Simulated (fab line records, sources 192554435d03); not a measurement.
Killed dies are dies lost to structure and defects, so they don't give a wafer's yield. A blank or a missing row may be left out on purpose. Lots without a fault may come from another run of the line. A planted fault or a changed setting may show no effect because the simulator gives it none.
Chamber matching | flow n5_finfet | N5_BEOL_M7_CURE_74 on uv_cure-02: 3 sister chambers
The step cures SiCOH lowk, time 240 s. 3 wafers are shown with their chamber, then 9 later ones without.

WAFERS WITH THEIR CHAMBER
wafer  | chamber | wafer_temp_C_max
L081.5 | 2       | 386.9
L083.6 | 1       | 387.7
L089.3 | 0       | 386.3

WAFERS WITHOUT THEIR CHAMBER
wafer  | wafer_temp_C_max
L088.1 | 386.3
L088.4 | 386.7
L088.6 | 386.7
L094.2 | 387.3
L094.3 | 386.9
L094.6 | 386.6
L097.1 | 386.5
L097.2 | 386.2
L097.3 | 385.9

WHICH CHAMBER EACH WENT THROUGH
wafer  | from the rows above     | in truth
L088.1 | 0                       | 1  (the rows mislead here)
L088.4 | can't be placed: 2 or 0 | 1
L088.6 | can't be placed: 2 or 0 | 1
L094.2 | can't be placed: 1 or 2 | 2
L094.3 | 2                       | 2
L094.6 | can't be placed: 2 or 0 | 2
L097.1 | can't be placed: 0 or 2 | 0
L097.2 | 0                       | 0
L097.3 | 0                       | 0
Placed correctly: 3 of 9. Can't be placed from these rows: 5 (the true chamber is among the candidates in 3). Placed wrongly: 1.
How it was worked out, from the rows above alone: a wafer's distance from a chamber is the root of the sum, over the readings, of the square of ((its reading less the chamber's mean) divided by the reading's scatter). The wafer belongs to the nearest chamber; if the next one is less than 2 further off, it can't be placed. A chamber's mean is the mean of its shown wafers. The scatter: with one shown wafer a chamber, the root of the mean of the squares of how far each hidden wafer lies from its nearest shown one.
